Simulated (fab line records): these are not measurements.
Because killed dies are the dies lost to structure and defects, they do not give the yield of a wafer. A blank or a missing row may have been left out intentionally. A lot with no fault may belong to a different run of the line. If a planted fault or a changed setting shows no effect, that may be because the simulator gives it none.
fab line records -- flow n5_finfet
record lots=11, wafers=33, last_day=19
route steps=1938 shown BEOL_M10@1520 BEOL_M11@1537
lots with no fault: from the same line, run without faults
start_h: hours from the record's opening day to when the first of the lot's shown wafers began -- wait_h: hours from the lot's prior step to this one -- " the same as in the row above -- L1.1+2: a single row standing in for several wafers -- - no value present, or no start provided -- * or withheld: withheld -- < > ~ a bound
route shown NAME@n: a module of which the file shows steps, and the number in the route of the first -- usual: the fault-free wafers' mean and standard deviation -- same: alike in all rows -- chamber/n: place in a boat -- sites: per-site readings -- _std_site: standard deviation of those values -- _edge_site: the outer-site mean with the inner-site mean subtracted -- radius_mm: how far each site lies from the wafer's centre -- mask NAME#n: copy n -- behind: the most recent tool/chamber to have shaped the wafer -- hold: reason for holding the lot/hours on hold/outcome of the hold -- device: whichever transistor did not switch (one of n, p or np) -- end of line: tests of these same wafers at the route's end -- a step without rows: its recipe alone -- killed: at the first sort, the dies lost to defects and structure; wafer yield is something else -- map: a wafer's dies, marking killed ones x, the rest . and places with no die _
set.NAME: the run value of the setting; set.NAME@STEP: its run value at that earlier step -- model.NAME: the simulator's own value behind a step, which no gauge read
route steps across a sampled set of lots; one table per step, one row per wafer
services: the hour from which a tool's chamber was out of use, counted from the record's first day as start_h (under 0 if before that day), plus the number of hours and why
## steps
# step N5_BEOL_M10_CD_MEAS_35
# recipe target_cd_nm=70, polarity=opening
# usual cd_nm=70.0/0.48
lot.wafer,tool,chamber,start_h,wait_h,cd_nm
L279.2,cd_sem-01,-,209.80,0.0,70.1
L279.3,cd_sem-01,-,209.80,0.0,70.0
L279.4,cd_sem-01,-,209.80,0.0,70.0
L282.4,cd_sem-02,-,247.87,0.0,70.5
L282.5,cd_sem-02,-,247.87,0.0,70.4
L282.6,cd_sem-02,-,247.87,0.0,70.0
L283.1,cd_sem-01,-,256.16,0.0,70.3
L283.3,cd_sem-01,-,256.16,0.0,70.1
L283.4,cd_sem-01,-,256.16,0.0,70.3
L284.2,cd_sem-03,-,264.85,0.0,69.7
L284.5,cd_sem-03,-,264.85,0.0,69.7
L284.6,cd_sem-03,-,264.85,0.0,70.1
L285.2,cd_sem-03,-,271.54,0.0,70.0
L285.3,cd_sem-03,-,271.54,0.0,69.6
L285.6,cd_sem-03,-,271.54,0.0,69.7
L288.2,cd_sem-03,-,280.30,0.0,70.2
L288.3,cd_sem-03,-,280.30,0.0,69.4
L288.6,cd_sem-03,-,280.30,0.0,70.0
L293.2,cd_sem-01,-,321.57,0.0,69.3
L293.3,cd_sem-01,-,321.57,0.0,70.3
L293.5,cd_sem-01,-,321.57,0.0,70.5
L295.2,cd_sem-02,-,325.37,0.0,69.9
L295.3,cd_sem-02,-,325.37,0.0,70.1
L295.4,cd_sem-02,-,325.37,0.0,69.6
L298.1,cd_sem-03,-,333.26,0.0,70.4
L298.3,cd_sem-03,-,333.26,0.0,69.5
L298.6,cd_sem-03,-,333.26,0.0,69.6
L302.1,cd_sem-01,-,376.76,0.0,69.1
L302.3,cd_sem-01,-,376.76,0.0,70.0
L302.6,cd_sem-01,-,376.76,0.0,69.4
L301.4,cd_sem-01,-,388.54,0.0,69.0
L301.5,cd_sem-01,-,388.54,0.0,69.4
L301.6,cd_sem-01,-,388.54,0.0,69.0
# step N5_BEOL_M10_ALD_74
# recipe material=TaN, target_thk_a=20, temp_c=275, ald_precursor_family=PDMAT, ald_co_reactant=NH3, pressure_torr=3, carrier_flow_sccm=1500, pulse_time_s=2, purge_time_s=3, co_reactant_purge_time_s=2, co_reactant_pulse_time_s=3, ald_cycles=40, precursor_vessel_temp_c=75, precursor_vessel_pressure_torr=26.25, precursor_vessel_carrier_sccm=1000
# usual heater_power_w=445/41, susceptor_temp_C=274.97/0.19
lot.wafer,tool,chamber,start_h,wait_h,heater_power_w,susceptor_temp_C
L279.2,ald_metal-01,1,211.58,0.1,517,274.66
L279.3,ald_metal-01,3,211.58,0.1,368,275.13
L279.4,ald_metal-01,0,211.58,0.1,438,275.02
L282.4,ald_metal-03,3,248.79,0.1,478,275.07
L282.5,ald_metal-03,0,248.79,0.1,478,275.09
L282.6,ald_metal-03,3,248.79,0.1,474,274.96
L283.1,ald_metal-03,3,256.88,0.0,470,274.84
L283.3,ald_metal-03,1,256.88,0.0,482,274.92
L283.4,ald_metal-03,2,256.88,0.0,451,275.04
L284.2,ald_metal-01,1,267.14,0.0,516,274.81
L284.5,ald_metal-01,0,267.14,0.0,445,275.10
L284.6,ald_metal-01,3,267.14,0.0,361,274.94
L285.2,ald_metal-03,1,272.61,0.1,468,274.92
L285.3,ald_metal-03,2,272.61,0.1,450,274.80
L285.6,ald_metal-03,2,272.61,0.1,452,274.81
L288.2,ald_metal-01,0,281.41,0.1,437,275.10
L288.3,ald_metal-01,2,281.41,0.1,422,275.14
L288.6,ald_metal-01,0,281.41,0.1,456,274.93
L293.2,ald_metal-03,3,322.48,0.1,487,274.97
L293.3,ald_metal-03,0,322.48,0.1,471,274.81
L293.5,ald_metal-03,0,322.48,0.1,463,274.97
L295.2,ald_metal-01,1,327.03,0.1,502,274.76
L295.3,ald_metal-01,0,327.03,0.1,454,274.82
L295.4,ald_metal-01,3,327.03,0.1,375,275.15
L298.1,ald_metal-02,2,334.47,0.3,431,275.13
L298.3,ald_metal-02,3,334.47,0.3,466,274.65
L298.6,ald_metal-02,2,334.47,0.3,435,275.06
L302.1,ald_metal-03,0,377.55,0.0,470,274.78
L302.3,ald_metal-03,1,377.55,0.0,471,274.71
L302.6,ald_metal-03,2,377.55,0.0,455,275.04
L301.4,ald_metal-01,1,389.20,0.0,528,275.30
L301.5,ald_metal-01,1,389.20,0.0,518,275.24
L301.6,ald_metal-01,2,389.20,0.0,418,275.07
# step N5_BEOL_M11_CURE_71
# recipe temp_c=385, time_s=240, ambient=He/Ar, material=SiCOH_lowk
# usual lamp_power_pct=52.31/0.058, run_length_s=286.1/1.2, wafer_temp_C_max=386.8/0.71
lot.wafer,tool,chamber,start_h,wait_h,lamp_power_pct,run_length_s,wafer_temp_C_max
L279.2,uv_cure-03,0,213.97,0.1,52.24,286.8,387.0
L279.3,uv_cure-03,0,213.97,0.1,52.45,286.6,386.8
L279.4,uv_cure-03,0,213.97,0.1,52.14,287.2,386.0
L282.4,uv_cure-02,1,251.28,0.3,52.32,285.0,387.8
L282.5,uv_cure-02,1,251.28,0.3,52.28,285.1,388.0
L282.6,uv_cure-02,1,251.28,0.3,52.31,285.1,387.2
L283.1,uv_cure-01,1,258.72,0.0,52.25,285.6,387.7
L283.3,uv_cure-01,1,258.72,0.0,52.37,285.7,388.1
L283.4,uv_cure-01,1,258.72,0.0,52.18,285.6,387.2
L284.2,uv_cure-01,0,268.84,0.1,52.37,286.2,386.9
L284.5,uv_cure-01,0,268.84,0.1,52.27,285.6,386.6
L284.6,uv_cure-01,0,268.84,0.1,52.26,286.1,386.0
L285.2,uv_cure-03,1,274.40,0.1,-,-,-
L285.3,uv_cure-03,1,274.40,0.1,-,-,-
L285.6,uv_cure-03,1,274.40,0.1,-,-,-
L288.2,uv_cure-01,0,284.09,0.1,-,-,-
L288.3,uv_cure-01,0,284.09,0.1,-,-,-
L288.6,uv_cure-01,0,284.09,0.1,-,-,-
L293.2,uv_cure-01,0,325.16,0.1,52.35,285.7,386.3
L293.3,uv_cure-01,0,325.16,0.1,52.28,285.6,386.2
L293.5,uv_cure-01,0,325.16,0.1,52.32,285.6,385.9
L295.2,uv_cure-01,0,329.28,0.1,52.29,286.2,386.4
L295.3,uv_cure-01,0,329.28,0.1,52.40,286.0,386.1
L295.4,uv_cure-01,0,329.28,0.1,52.23,285.5,386.4
L298.1,uv_cure-02,2,337.28,0.0,52.30,285.6,386.4
L298.3,uv_cure-02,2,337.28,0.0,52.38,286.3,386.9
L298.6,uv_cure-02,2,337.28,0.0,52.35,285.6,386.3
L302.1,uv_cure-01,0,380.86,0.1,52.39,285.7,386.8
L302.3,uv_cure-01,0,380.86,0.1,52.30,285.7,386.3
L302.6,uv_cure-01,0,380.86,0.1,52.39,286.5,386.9
L301.4,uv_cure-03,2,391.60,0.4,52.34,286.2,386.6
L301.5,uv_cure-03,2,391.60,0.4,52.28,286.2,386.1
L301.6,uv_cure-03,2,391.60,0.4,52.25,286.0,386.1
# step N5_BEOL_M11_THK_MEAS_01
# recipe reads=SiCOH_lowk_of_BEOL_M11_ILD_DEP_00
# usual M11_ILD_THK=267/3.2
lot.wafer,tool,chamber,start_h,wait_h,M11_ILD_THK[nm]
L279.2,film_metro-01,-,214.40,0.4,266
L279.3,film_metro-01,-,214.40,0.4,268
L279.4,film_metro-01,-,214.40,0.4,271
L282.4,film_metro-02,-,251.56,0.2,266
L282.5,film_metro-02,-,251.56,0.2,269
L282.6,film_metro-02,-,251.56,0.2,265
L283.1,film_metro-01,-,259.23,0.4,263
L283.3,film_metro-01,-,259.23,0.4,261
L283.4,film_metro-01,-,259.23,0.4,264
L284.2,film_metro-02,-,269.27,0.4,262
L284.5,film_metro-02,-,269.27,0.4,266
L284.6,film_metro-02,-,269.27,0.4,268
L285.2,film_metro-02,-,274.83,0.4,305
L285.3,film_metro-02,-,274.83,0.4,303
L285.6,film_metro-02,-,274.83,0.4,306
L288.2,film_metro-02,-,284.52,0.4,307
L288.3,film_metro-02,-,284.52,0.4,302
L288.6,film_metro-02,-,284.52,0.4,309
L293.2,film_metro-01,-,325.59,0.4,261
L293.3,film_metro-01,-,325.59,0.4,262
L293.5,film_metro-01,-,325.59,0.4,268
L295.2,film_metro-02,-,329.71,0.4,265
L295.3,film_metro-02,-,329.71,0.4,269
L295.4,film_metro-02,-,329.71,0.4,270
L298.1,film_metro-01,-,337.79,0.4,263
L298.3,film_metro-01,-,337.79,0.4,264
L298.6,film_metro-01,-,337.79,0.4,267
L302.1,film_metro-01,-,381.37,0.4,269
L302.3,film_metro-01,-,381.37,0.4,270
L302.6,film_metro-01,-,381.37,0.4,272
L301.4,film_metro-02,-,391.87,0.2,273
L301.5,film_metro-02,-,391.87,0.2,272
L301.6,film_metro-02,-,391.87,0.2,269
# step N5_BEOL_M11_CD_MEAS_11
# recipe target_cd_nm=64.1, landing_energy_ev=500, detector=se_inlens, polarity=opening
# usual cd_nm=64.0/0.47
lot.wafer,tool,chamber,start_h,wait_h,cd_nm
L279.2,cd_sem-02,0,215.99,-,63.6
L279.3,cd_sem-02,0,215.99,-,63.6
L279.4,cd_sem-02,0,215.99,-,63.7
L282.4,cd_sem-01,0,253.50,-,64.2
L282.5,cd_sem-01,0,253.50,-,63.4
L282.6,cd_sem-01,0,253.50,-,63.4
L283.1,cd_sem-03,0,261.42,-,63.9
L283.3,cd_sem-03,0,261.42,-,63.6
L283.4,cd_sem-03,0,261.42,-,63.8
L284.2,cd_sem-01,0,271.37,-,64.1
L284.5,cd_sem-01,0,271.37,-,63.6
L284.6,cd_sem-01,0,271.37,-,63.9
L285.2,cd_sem-02,0,276.76,-,62.8
L285.3,cd_sem-02,0,276.76,-,63.2
L285.6,cd_sem-02,0,276.76,-,63.7
L288.2,cd_sem-01,0,285.68,-,64.5
L288.3,cd_sem-01,0,285.68,-,64.0
L288.6,cd_sem-01,0,285.68,-,64.8
L293.2,cd_sem-03,0,326.06,-,64.0
L293.3,cd_sem-03,0,326.06,-,63.9
L293.5,cd_sem-03,0,326.06,-,64.4
L295.2,cd_sem-01,0,333.39,-,63.9
L295.3,cd_sem-01,0,333.39,-,64.7
L295.4,cd_sem-01,0,333.39,-,63.8
L298.1,cd_sem-02,0,339.10,-,63.7
L298.3,cd_sem-02,0,339.10,-,64.2
L298.6,cd_sem-02,0,339.10,-,64.3
L302.1,cd_sem-01,0,382.35,-,64.0
L302.3,cd_sem-01,0,382.35,-,64.1
L302.6,cd_sem-01,0,382.35,-,63.2
L301.4,cd_sem-03,0,393.05,-,63.9
L301.5,cd_sem-03,0,393.05,-,63.2
L301.6,cd_sem-03,0,393.05,-,62.8
## services
tool,chamber,start_h,hours,kind
uv_cure-03,-,191.65,4.4,repair
ald_metal-01,3,213.32,10.2,repair
uv_cure-02,-,216.12,0.3,repair
uv_cure-03,-,262.03,1.3,repair
ald_metal-01,-,276.29,2.8,pm
ald_metal-01,-,280.01,1.3,repair
uv_cure-02,-,293.64,2.8,pm
ald_metal-02,0,317.79,5.4,repair
uv_cure-03,-,324.96,13.2,repair
ald_metal-01,3,328.20,3.6,repair
ald_metal-02,2,336.86,29.4,repair
ald_metal-01,1,345.80,24.0,repair
uv_cure-03,-,346.23,7.5,pm
uv_cure-02,-,353.23,1.0,pm
ald_metal-03,-,363.12,2.8,pm
ald_metal-01,-,373.08,0.5,repair
## key
first_sign step=N5_BEOL_M11_CURE_71, reading=tool_record, direction=missing
effect step=N5_BEOL_M11_THK_MEAS_01, reading=M11_ILD_THK, direction=up, sigmas=12, usual=267, struck=305
met_at N5_BEOL_M11_CURE_71
struck_lots L285,L288
not_acting_at N5_BEOL_M10_CD_MEAS_35,N5_BEOL_M10_ALD_74,N5_BEOL_M11_CD_MEAS_11
onset_between 268.84 274.40
fault kind=skipped_step_whole, tool=uv_cure-01,uv_cure-03, chamber=-, onset_h=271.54, steps=N5_BEOL_M11_CURE_71, scope=struck_lots_only
